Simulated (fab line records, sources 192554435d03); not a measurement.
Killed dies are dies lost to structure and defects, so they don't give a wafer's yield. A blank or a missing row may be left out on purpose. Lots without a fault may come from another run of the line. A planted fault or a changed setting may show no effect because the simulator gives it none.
Chamber matching | flow n5_finfet | N5_BEOL_M14_CMP_49 on cmp-04: 4 sister chambers
The step polishes, stops on SiO2, t overpolish 5.2 s, target thk 560 nm. 4 wafers are shown with their chamber, then 12 later ones without.

WAFERS WITH THEIR CHAMBER
wafer  | chamber | motor_current_A (A)
L083.5 | 2       | 7.7
L086.1 | 3       | 8.8
L086.5 | 1       | 6.7
L086.6 | 0       | 8.4

WAFERS WITHOUT THEIR CHAMBER
wafer  | motor_current_A (A)
L087.1 | 6.7
L087.4 | 9.1
L087.6 | 6.5
L087.2 | 8.3
L087.3 | 7.7
L087.5 | 7.8
L091.1 | 7.4
L091.2 | 8.2
L091.5 | 8.2
L088.1 | 6.9
L088.3 | 8.2
L088.5 | 7.5

WHICH CHAMBER EACH WENT THROUGH
wafer  | from the rows above     | in truth
L087.1 | 1                       | 1
L087.4 | 3                       | 3
L087.6 | 1                       | 1
L087.2 | 0                       | 0
L087.3 | 2                       | 2
L087.5 | 2                       | 2
L091.1 | 2                       | 2
L091.2 | can't be placed: 0 or 2 | 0
L091.5 | can't be placed: 0 or 2 | 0
L088.1 | 1                       | 1
L088.3 | can't be placed: 0 or 2 | 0
L088.5 | 2                       | 2
Placed correctly: 9 of 12. Can't be placed from these rows: 3 (the true chamber is among the candidates in 3). Placed wrongly: 0.
How it was worked out, from the rows above alone: a wafer's distance from a chamber is the root of the sum, over the readings, of the square of ((its reading less the chamber's mean) divided by the reading's scatter). The wafer belongs to the nearest chamber; if the next one is less than 2 further off, it can't be placed. A chamber's mean is the mean of its shown wafers. The scatter: with one shown wafer a chamber, the root of the mean of the squares of how far each hidden wafer lies from its nearest shown one.
